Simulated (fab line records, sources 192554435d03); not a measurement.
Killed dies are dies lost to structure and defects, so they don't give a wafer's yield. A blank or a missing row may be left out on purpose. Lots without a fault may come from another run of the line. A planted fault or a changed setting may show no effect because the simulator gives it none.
Chamber matching | flow n5_finfet | N5_FIN_SAQP_ETCH_52 on rie_diel-01: 4 sister chambers
The step etches SOC in N2/H2, target depth 100 nm, overetch 20 nm, time 150 s. 14 wafers are shown with their chamber, then 7 later ones without.

WAFERS WITH THEIR CHAMBER
wafer  | chamber | drypump_motor_current_A (A) | showerhead_plenum_p_Torr (Torr) | throttle_valve_pct (%)
L077.2 | 2       | 5.1                         | 2.52                            | 17.78
L077.5 | 2       | 5.2                         | 2.52                            | 17.78
L077.6 | 3       | 6.0                         | 2.51                            | 18.11
L080.2 | 1       | 6.7                         | 2.51                            | 18.20
L080.3 | 2       | 5.2                         | 2.51                            | 17.78
L080.6 | 3       | 6.1                         | 2.51                            | 18.10
L085.2 | 1       | 6.7                         | 2.51                            | 18.21
L085.3 | 3       | 6.1                         | 2.51                            | 18.11
L085.5 | 2       | 5.2                         | 2.51                            | 17.80
L089.1 | 2       | 5.2                         | 2.51                            | 17.82
L089.2 | 1       | 6.7                         | 2.50                            | 18.22
L089.5 | 1       | 6.7                         | 2.50                            | 18.24
L094.2 | 0       | 6.0                         | 2.55                            | 17.74
L094.4 | 3       | 6.1                         | 2.50                            | 17.69

SIGNATURES (means of the wafers above)
reading                  | chamber 0 | chamber 1 | chamber 2 | chamber 3 | scatter within a chamber
drypump_motor_current_A  | 6.000     | 6.700     | 5.180     | 6.075     | 0.0394
showerhead_plenum_p_Torr | 2.5500    | 2.5050    | 2.5140    | 2.5075    | 0.00543
throttle_valve_pct       | 17.7400   | 18.2175   | 17.7920   | 18.0025   | 0.115
Rule: a wafer's distance from a chamber is the root of the sum, over the readings, of the square of ((its reading less the chamber's mean) divided by the reading's scatter). The wafer belongs to the nearest chamber; if the next one is less than 2 further off, it can't be placed. The scatter: the root of (the sum of the squares of (reading less its chamber's mean) over the shown wafers, divided by (wafers less chambers)).

WAFERS WITHOUT THEIR CHAMBER
wafer  | drypump_motor_current_A (A) | showerhead_plenum_p_Torr (Torr) | throttle_valve_pct (%)
L094.5 | 5.1                         | 2.50                            | 17.85
L095.2 | 6.1                         | 2.50                            | 17.70
L095.3 | 6.0                         | 2.55                            | 17.75
L095.4 | 5.1                         | 2.50                            | 17.86
L097.1 | 6.1                         | 2.50                            | 17.71
L097.5 | 6.0                         | 2.55                            | 17.76
L097.6 | 5.2                         | 2.50                            | 17.86

WHICH CHAMBER EACH WENT THROUGH
wafer  | from the rows above | in truth
L094.5 | 2                   | 2
L095.2 | 3                   | 3
L095.3 | 0                   | 0
L095.4 | 2                   | 2
L097.1 | 3                   | 3
L097.5 | 0                   | 0
L097.6 | 2                   | 2
Placed correctly: 7 of 7. Can't be placed from these rows: 0. Placed wrongly: 0.
